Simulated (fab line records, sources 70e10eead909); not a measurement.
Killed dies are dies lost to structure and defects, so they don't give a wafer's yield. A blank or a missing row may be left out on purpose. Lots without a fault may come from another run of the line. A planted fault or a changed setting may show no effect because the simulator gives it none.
Chamber matching | flow nand_harc | NHARC_HYBRID_BOND_ACTIVATE_00 on rie_diel-08: 4 sister chambers
The step chemistry N2, time 60 s. 4 wafers are shown with their chamber, then 7 later ones without.

WAFERS WITH THEIR CHAMBER
wafer  | chamber | drypump_motor_current_A (A)
L730.2 | 1       | 6.33
L730.4 | 3       | 5.67
L731.1 | 0       | 5.98
L731.3 | 2       | 5.98

WAFERS WITHOUT THEIR CHAMBER
wafer  | drypump_motor_current_A (A)
L731.5 | 6.36
L732.1 | 5.63
L732.2 | 6.33
L732.3 | 5.93
L734.2 | 6.36
L734.3 | 5.93
L734.5 | 5.91

WHICH CHAMBER EACH WENT THROUGH
wafer  | from the rows above     | in truth
L731.5 | 1                       | 1
L732.1 | 3                       | 3
L732.2 | 1                       | 1
L732.3 | can't be placed: 0 or 2 | 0
L734.2 | 1                       | 1
L734.3 | can't be placed: 0 or 2 | 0
L734.5 | can't be placed: 0 or 2 | 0
Placed correctly: 4 of 7. Can't be placed from these rows: 3 (the true chamber is among the candidates in 3). Placed wrongly: 0.
How it was worked out, from the rows above alone: a wafer's distance from a chamber is the root of the sum, over the readings, of the square of ((its reading less the chamber's mean) divided by the reading's scatter). The wafer belongs to the nearest chamber; if the next one is less than 2 further off, it can't be placed. A chamber's mean is the mean of its shown wafers. The scatter: with one shown wafer a chamber, the root of the mean of the squares of how far each hidden wafer lies from its nearest shown one.
